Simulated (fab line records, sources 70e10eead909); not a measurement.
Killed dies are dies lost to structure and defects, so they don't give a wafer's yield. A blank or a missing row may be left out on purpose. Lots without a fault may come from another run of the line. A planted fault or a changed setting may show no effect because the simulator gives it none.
Chamber matching | flow nand_harc | NHARC_A_CHANNEL_FILL_D1_ALD_25 on ald_hk-02: 4 sister chambers
The step deposits SiOx, target thk 60 nm, pulse time 10 s, ald cycles 600. 24 wafers are shown with their chamber, then 12 later ones without.

WAFERS WITH THEIR CHAMBER
wafer  | chamber | heater_power_w (W) | precursor_pulse_height_rel
L075.4 | 1       | 451                | 0.994
L075.1 | 3       | 428                | 1.009
L075.5 | 1       | 449                | 1.000
L077.3 | 3       | 445                | 1.004
L077.4 | 1       | 449                | 1.006
L077.6 | 3       | 438                | 0.988
L078.1 | 2       | 523                | 0.969
L078.4 | 3       | 448                | 1.012
L078.6 | 1       | 461                | 1.002
L081.2 | 0       | 501                | 1.008
L081.5 | 2       | 534                | 1.001
L081.6 | 1       | 453                | 1.012
L084.1 | 3       | 452                | 0.986
L084.3 | 0       | 505                | 0.983
L084.5 | 2       | 521                | 0.974
L085.3 | 1       | 458                | 1.038
L085.2 | 3       | 444                | 0.976
L085.6 | 2       | 531                | 1.006
L087.4 | 3       | 452                | 1.036
L087.2 | 0       | 501                | 1.014
L087.5 | 2       | 528                | 0.963
L088.4 | 1       | 457                | 1.014
L088.1 | 3       | 454                | 1.002
L088.5 | 0       | 497                | 1.015

SIGNATURES (means of the wafers above)
reading                    | chamber 0 | chamber 1 | chamber 2 | chamber 3 | scatter within a chamber
heater_power_w             | 501.00    | 454.00    | 527.40    | 445.12    | 6.36
precursor_pulse_height_rel | 1.00500   | 1.00943   | 0.98260   | 1.00162   | 0.0171
Rule: a wafer's distance from a chamber is the root of the sum, over the readings, of the square of ((its reading less the chamber's mean) divided by the reading's scatter). The wafer belongs to the nearest chamber; if the next one is less than 2 further off, it can't be placed. The scatter: the root of (the sum of the squares of (reading less its chamber's mean) over the shown wafers, divided by (wafers less chambers)).

WAFERS WITHOUT THEIR CHAMBER
wafer  | heater_power_w (W) | precursor_pulse_height_rel
L091.3 | 445                | 1.020
L091.4 | 512                | 1.003
L091.6 | 449                | 1.008
L093.3 | 452                | 1.017
L093.5 | 474                | 0.965
L093.6 | 524                | 0.957
L095.1 | 454                | 1.006
L095.2 | 473                | 0.975
L095.5 | 537                | 0.949
L097.2 | 496                | 1.029
L097.3 | 446                | 0.998
L097.5 | 456                | 0.956

WHICH CHAMBER EACH WENT THROUGH
wafer  | from the rows above          | in truth
L091.3 | can't be placed: 3 or 1      | 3
L091.4 | can't be placed: 0 or 2      | 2
L091.6 | can't be placed: 3 or 1      | 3
L093.3 | can't be placed: 1 or 3      | 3
L093.5 | can't be placed: 1 or 0 or 3 | 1
L093.6 | 2                            | 2
L095.1 | can't be placed: 1 or 3      | 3
L095.2 | can't be placed: 1 or 3 or 0 | 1
L095.5 | 2                            | 2
L097.2 | 0                            | 0
L097.3 | can't be placed: 3 or 1      | 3
L097.5 | can't be placed: 1 or 3      | 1
Placed correctly: 3 of 12. Can't be placed from these rows: 9 (the true chamber is among the candidates in 9). Placed wrongly: 0.
